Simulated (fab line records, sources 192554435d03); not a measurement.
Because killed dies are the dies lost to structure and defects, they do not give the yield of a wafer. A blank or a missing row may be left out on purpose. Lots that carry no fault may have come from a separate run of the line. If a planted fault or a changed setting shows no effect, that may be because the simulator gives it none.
fab line records	flow n5_finfet	part 2 of 2: steps 4 to 6 of 6
[record] lots = 23	wafers = 69	last_day = 19
route steps=1938 shown MOL_CONTACT_COAG@618 BEOL_M0_SAQP@632 BEOL_M0@716
lots with no fault: from the same line, run without faults
start_h: the number of hours between the record's first day and the start of the first shown wafer of the lot	wait_h: hours from the lot's prior step to this one	" the same as in the row above	L1.1+2: a single row standing in for several wafers	- no value, or no start was given	* or withheld: withheld	< > ~ a bound
route shown NAME@n: NAME is a module with steps in the file, n the number in the route of the first one	usual: average and standard deviation across the fault-free wafers	same: alike in all rows	chamber/n: place in a boat	sites: the reading at each site	_std_site: their standard deviation	_edge_site: outer sites' mean less inner sites'	radius_mm: for every site, how far away it sits from the centre of the wafer	mask NAME#n: copy n	behind: the most recent tool/chamber to have shaped the wafer	hold: reason for holding the lot/hours on hold/outcome of the hold	device: the transistor (n, p or np) that didn't switch	end of line: the route-end tests of the same wafers	a step with no rows: only its recipe	killed: dies lost to structure and defects at the first sort, not the wafer's yield	map: dies across one wafer; x = killed, . = not, _ = none there
set.NAME: the setting that was run; set.NAME@STEP: the one run at that earlier step	model.NAME: the simulator's own value behind a step, which no gauge read
one table for each step of the route and one row for each wafer, over a sample of lots
services: from which hour (start_h, from the record's first day; less than 0 if before it) a tool's chamber was out of use, for how many hours, and why
[[steps]]
[step N5_BEOL_M0_HM_OPEN_105]
[recipe] chemistry = Cl2/BCl3	target_depth_a = 120	target = TiN	ion_energy_ev = 150	pressure_mtorr = 10	icp_w = 1000	bias_w = 126	Cl2_flow_sccm = 53.25	bcl3_flow_sccm = 21.75	Ar_flow_sccm = 25
[usual] chamber_pressure_mTorr = 10.000/0.0097	drypump_motor_current_A = 5.4/0.33	mfc_cl2_sccm = 53.28/0.17	oes_product_au = 0.77/0.1	throttle_valve_pct = 22.10/0.25
lot.wafer	tool	chamber	start_h	wait_h	chamber_pressure_mTorr	drypump_motor_current_A	mfc_cl2_sccm	oes_product_au	rf_hours_counter_h	throttle_valve_pct
L074.2	rie_metal-01	0	113.80	1.8	9.998	5.1	53.04	0.82	25	21.99
L074.3	"	0	"	"	10.002	5.1	53.39	0.82	-	21.98
L074.6	"	0	"	"	10.003	5.1	52.99	0.82	-	21.98
L076.2	rie_metal-02	0	124.59	0.2	10.017	5.2	53.35	0.96	4	21.68
L076.5	"	0	"	"	10.005	5.2	53.46	0.96	-	21.72
L076.6	"	1	"	"	10.017	5.1	53.01	0.64	-	22.21
L075.1	rie_metal-03	0	124.95	2.5	10.001	5.1	53.27	0.70	73	22.01
L075.2	"	1	"	"	9.992	5.7	53.37	0.86	15	22.15
L075.5	"	1	"	"	9.991	5.7	53.37	0.87	-	22.17
L077.1	rie_metal-03	1	135.17	2.2	10.007	5.7	53.32	0.86	16	22.17
L077.5	"	1	"	"	9.995	5.7	53.42	0.85	-	22.18
L077.6	"	0	"	"	10.014	5.1	53.21	0.71	-	22.02
L078.1	rie_metal-01	1	137.75	0.9	9.992	6.0	53.02	0.70	82	22.52
L078.3	"	0	"	"	9.994	5.1	53.01	0.81	-	22.01
L078.6	"	0	"	"	10.013	5.1	53.50	0.81	-	22.00
L079.3	rie_metal-02	0	143.71	0.3	9.988	5.2	52.95	0.95	-	21.71
L079.4	"	1	"	"	9.994	5.2	53.12	0.64	-	22.19
L079.6	"	1	"	"	9.991	5.2	53.16	0.64	-	22.19
L080.3	rie_metal-02	0	151.74	0.5	9.991	5.2	53.55	0.95	-	21.71
L080.4	"	1	"	"	9.993	5.1	53.14	0.64	-	22.20
L080.5	"	1	"	"	10.008	5.1	53.26	0.64	-	22.21
L081.2	rie_metal-03	0	160.61	2.7	10.005	5.1	53.24	0.69	76	22.02
L081.4	"	1	"	"	9.991	5.7	53.60	0.85	-	22.17
L081.5	"	0	"	"	10.002	5.1	52.93	0.70	-	22.02
L082.1	rie_metal-01	0	160.79	0.2	9.978	5.1	53.55	0.81	30	22.01
L082.2	"	1	"	"	10.013	6.0	53.28	0.70	84	22.53
L082.5	"	1	"	"	10.007	6.0	52.91	0.70	-	22.54
L083.3	rie_metal-03	0	170.98	7.4	9.994	5.1	53.16	0.70	-	22.04
L083.5	"	1	"	"	9.997	5.7	53.69	0.84	-	22.17
L083.6	"	0	"	"	10.001	5.1	53.03	0.70	-	22.03
L084.2	rie_metal-03	0	180.05	0.6	10.020	5.1	53.27	0.69	77	22.04
L084.4	"	1	"	"	9.999	5.7	53.15	0.84	-	22.17
L084.6	"	1	"	"	10.003	5.7	53.11	0.83	-	22.19
L085.3	rie_metal-01	0	183.18	0.3	9.989	5.1	53.28	0.79	-	22.01
L085.4	"	1	"	"	10.000	6.0	53.10	0.69	-	22.54
L085.5	"	1	"	"	9.996	6.0	53.15	0.69	-	22.54
L087.1	rie_metal-02	1	216.77	0.1	10.021	5.1	53.32	0.62	118	22.24
L087.2	"	0	"	"	10.014	5.2	53.33	0.91	11	21.72
L087.3	"	0	"	"	10.011	5.2	53.15	0.90	-	21.73
L086.3	rie_metal-01	0	223.45	0.2	10.006	5.1	53.29	0.79	-	22.00
L086.4	"	1	"	"	9.982	6.0	53.24	0.67	-	22.53
L086.6	"	1	"	"	10.001	6.0	53.18	0.68	-	22.56
L089.1	rie_metal-01	1	224.51	0.1	9.993	5.9	53.33	0.68	90	22.56
L089.2	"	0	"	"	10.001	5.1	53.09	0.79	36	22.01
L089.3	"	0	"	"	9.975	5.1	53.00	0.79	-	22.01
L088.1	rie_metal-02	0	226.82	1.4	10.000	5.2	53.20	0.90	12	21.71
L088.4	"	0	"	"	9.995	5.2	53.52	0.90	-	21.71
L088.6	"	0	"	"	10.005	5.2	53.33	0.91	-	21.72
L090.3	rie_metal-03	0	227.17	2.6	9.996	5.1	53.13	0.68	-	22.04
L090.4	"	1	"	"	9.985	5.7	53.46	0.83	-	22.17
L090.6	"	0	"	"	9.996	5.1	53.20	0.68	-	22.05
L093.1	rie_metal-02	0	247.38	0.3	10.010	5.2	53.29	0.90	15	21.72
L093.5	"	1	"	"	9.996	5.1	53.13	0.62	-	22.22
L093.6	"	0	"	"	10.001	5.2	53.23	0.90	-	21.71
L091.2	rie_metal-03	1	252.19	0.1	9.990	5.7	53.03	0.81	27	22.20
L091.4	"	0	"	"	10.007	5.1	53.22	0.67	-	22.08
L091.6	"	0	"	"	10.006	5.1	53.16	0.66	-	22.08
L095.2	rie_metal-03	1	254.29	0.1	9.994	5.7	53.47	0.81	28	22.19
L095.3	"	1	"	"	9.990	5.7	53.29	0.82	-	22.19
L095.4	"	0	"	"	10.004	5.1	53.22	0.68	-	22.05
L092.4	rie_metal-02	0	255.73	0.6	10.002	5.2	53.51	0.90	-	21.72
L092.5	"	0	"	"	10.005	5.2	53.31	0.90	-	21.71
L092.6	"	1	"	"	9.994	5.2	53.17	0.63	-	22.24
L096.1	rie_metal-03	0	255.96	0.4	10.008	5.1	53.45	0.68	86	22.05
L096.3	"	0	"	"	9.989	5.1	53.19	0.68	-	22.06
L096.5	"	1	"	"	10.017	5.7	53.72	0.81	-	22.18
L097.1	rie_metal-01	0	267.48	0.1	9.991	5.2	53.61	0.77	40	22.02
L097.2	"	1	"	"	10.008	6.0	53.33	0.67	94	22.57
L097.3	"	1	"	"	9.999	6.0	53.21	0.67	-	22.56
[step N5_BEOL_M0_SPUTTER_141]
[recipe] material = Cu	target_thk_a = 40	temp_c = -20	chamber_pressure_pa = 0.07	power_w = withheld	time_s = 7.37
[usual] throttle_valve_pct = 30.3/1.1
lot.wafer	tool	chamber	start_h	wait_h	throttle_valve_pct
L074.2	pvd_sputter-03	-	117.62	0.0	32.9
L074.3	"	-	"	"	31.2
L074.6	"	-	"	"	29.5
L076.2	pvd_sputter-01	-	126.86	0.0	29.9
L076.5	"	-	"	"	31.4
L076.6	"	-	"	"	31.2
L075.1	pvd_sputter-02	-	127.39	0.0	28.8
L075.2	"	-	"	"	29.3
L075.5	"	-	"	"	29.2
L077.1	pvd_sputter-01	-	137.46	0.0	29.9
L077.5	"	-	"	"	30.8
L077.6	"	-	"	"	30.1
L078.1	pvd_sputter-03	-	142.32	0.0	30.6
L078.3	"	-	"	"	31.1
L078.6	"	-	"	"	31.0
L079.3	pvd_sputter-01	-	147.46	0.0	30.9
L079.4	"	-	"	"	31.3
L079.6	"	-	"	"	31.4
L080.3	pvd_sputter-03	-	155.70	0.0	32.7
L080.4	"	-	"	"	30.8
L080.5	"	-	"	"	30.5
L081.2	pvd_sputter-01	-	162.85	0.0	31.2
L081.4	"	-	"	"	31.3
L081.5	"	-	"	"	29.7
L082.1	pvd_sputter-01	-	165.21	0.0	31.2
L082.2	"	-	"	"	31.2
L082.5	"	-	"	"	31.0
L083.3	pvd_sputter-01	-	175.28	0.0	31.3
L083.5	"	-	"	"	31.0
L083.6	"	-	"	"	30.0
L084.2	pvd_sputter-01	-	181.96	0.0	30.9
L084.4	"	-	"	"	30.0
L084.6	"	-	"	"	31.4
L085.3	pvd_sputter-01	-	185.38	0.0	29.9
L085.4	"	-	"	"	31.1
L085.5	"	-	"	"	31.1
L087.1	pvd_sputter-02	-	218.77	0.0	28.9
L087.2	"	-	"	"	29.4
L087.3	"	-	"	"	29.0
L086.3	pvd_sputter-02	-	225.68	0.0	28.7
L086.4	"	-	"	"	29.2
L086.6	"	-	"	"	29.3
L089.1	pvd_sputter-03	-	227.60	0.0	29.6
L089.2	"	-	"	"	32.9
L089.3	"	-	"	"	31.2
L088.1	pvd_sputter-01	-	229.37	0.0	29.9
L088.4	"	-	"	"	31.5
L088.6	"	-	"	"	31.1
L090.3	pvd_sputter-02	-	230.41	0.0	29.2
L090.4	"	-	"	"	29.3
L090.6	"	-	"	"	29.5
L093.1	pvd_sputter-03	-	251.62	0.0	31.0
L093.5	"	-	"	"	29.5
L093.6	"	-	"	"	30.2
L091.2	pvd_sputter-02	-	254.79	0.0	29.8
L091.4	"	-	"	"	29.3
L091.6	"	-	"	"	29.7
L095.2	pvd_sputter-02	-	256.96	0.0	28.9
L095.3	"	-	"	"	28.7
L095.4	"	-	"	"	29.3
L092.4	pvd_sputter-01	-	257.89	0.0	31.3
L092.5	"	-	"	"	31.2
L092.6	"	-	"	"	31.1
L096.1	pvd_sputter-02	-	258.14	0.0	29.2
L096.3	"	-	"	"	28.6
L096.5	"	-	"	"	29.4
L097.1	pvd_sputter-02	-	270.48	0.0	28.8
L097.2	"	-	"	"	29.2
L097.3	"	-	"	"	29.1
[step N5_BEOL_M0_PRE_CLEAN_131]
[recipe] gas = NH3/H2	time_s = 15	temp_c = *	rf_power_w = 300
[usual] heater_power_w = 84/15
lot.wafer	tool	chamber	start_h	wait_h	heater_power_w	since_wet_clean_h
L074.2	cvd_co-01	2	118.69	0.0	75	419
L074.3	"	0	"	"	72	-
L074.6	"	2	"	"	73	-
L076.2	cvd_co-01	0	128.00	0.0	72	888
L076.5	"	2	"	"	75	-
L076.6	"	0	"	"	73	-
L075.1	cvd_co-02	2	128.27	0.0	92	210
L075.2	"	1	"	"	113	1107
L075.5	"	0	"	"	85	-
L077.1	cvd_co-01	0	138.29	0.0	75	898
L077.5	"	2	"	"	74	-
L077.6	"	0	"	"	75	-
L078.1	cvd_co-02	0	143.87	0.0	85	685
L078.3	"	2	"	"	92	226
L078.6	"	2	"	"	94	-
L079.3	cvd_co-01	1	148.40	0.1	68	12
L079.4	"	2	"	"	73	-
L079.6	"	0	"	"	71	-
L080.3	cvd_co-02	2	156.64	0.1	93	239
L080.4	"	2	"	"	92	-
L080.5	"	1	"	"	115	-
L081.2	cvd_co-02	2	163.67	0.0	95	246
L081.4	"	2	"	"	96	-
L081.5	"	0	"	"	87	-
L082.1	cvd_co-02	2	166.05	0.0	92	248
L082.2	"	0	"	"	85	707
L082.5	"	2	"	"	94	-
L083.3	cvd_co-01	0	176.19	0.1	74	936
L083.5	"	1	"	"	70	-
L083.6	"	2	"	"	76	-
L084.2	cvd_co-01	1	182.79	0.0	67	46
L084.4	"	2	"	"	73	-
L084.6	"	0	"	"	72	-
L085.3	cvd_co-02	0	186.47	0.0	83	728
L085.4	"	0	"	"	86	-
L085.5	"	2	"	"	97	-
L087.1	cvd_co-02	0	219.59	0.0	87	761
L087.2	"	2	"	"	98	302
L087.3	"	1	"	"	116	1198
L086.3	cvd_co-02	1	226.52	0.0	114	1205
L086.4	"	2	"	"	93	-
L086.6	"	0	"	"	89	-
L089.1	cvd_co-01	1	228.48	0.1	70	92
L089.2	"	0	"	"	74	988
L089.3	"	2	"	"	75	529
L088.1	cvd_co-01	0	231.84	0.0	73	992
L088.4	"	2	"	"	75	-
L088.6	"	0	"	"	76	-
L090.3	cvd_co-02	1	232.29	0.0	116	1211
L090.4	"	2	"	"	95	-
L090.6	"	1	"	"	113	-
L093.1	cvd_co-01	1	252.88	0.0	67	116
L093.5	"	1	"	"	67	-
L093.6	"	2	"	"	75	-
L091.2	cvd_co-01	2	257.21	0.0	75	558
L091.4	"	0	"	"	74	-
L091.6	"	1	"	"	71	-
L095.2	cvd_co-01	1	258.22	0.0	70	122
L095.3	"	2	"	"	74	559
L095.4	"	2	"	"	73	-
L092.4	cvd_co-01	0	258.86	0.1	74	-
L092.5	"	1	"	"	70	-
L092.6	"	2	"	"	75	-
L096.1	cvd_co-02	0	258.97	0.0	86	800
L096.3	"	1	"	"	113	1238
L096.5	"	2	"	"	94	-
L097.1	cvd_co-02	0	271.30	0.0	87	813
L097.2	"	2	"	"	97	353
L097.3	"	1	"	"	114	1250
[[services]]
tool	chamber	start_h	hours	kind
rie_si-03	-	79.35	2.8	pm
rie_metal-03	0	81.65	3.5	repair
rie_diel-05	2	89.97	4.8	repair
cvd_co-02	0	102.01	5.2	repair
rie_diel-04	1	106.99	5.1	repair
rie_metal-02	-	125.79	14.6	pm
pecvd-02	-	127.83	1.1	repair
rie_diel-05	0	147.50	7.9	repair
rie_si-06	3	148.72	5.3	repair
pecvd-02	-	157.55	0.9	repair
rie_diel-04	2	158.73	9.8	repair
rie_diel-05	2	186.93	18.4	repair
pvd_sputter-02	-	189.66	6.6	repair
rie_diel-06	1	194.90	14.0	repair
cvd_co-02	1	205.20	2.7	repair
rie_si-03	0	211.39	15.0	repair
cvd_co-02	-	212.92	3.2	repair
rie_diel-04	2	221.50	5.6	repair
cvd_co-02	-	223.41	0.7	repair
rie_diel-04	2	227.60	7.5	repair
pecvd-01	1	231.76	22.7	repair
rie_diel-04	-	246.59	4.3	pm
pecvd-02	-	264.28	5.5	pm
rie_diel-04	3	270.27	1.4	repair
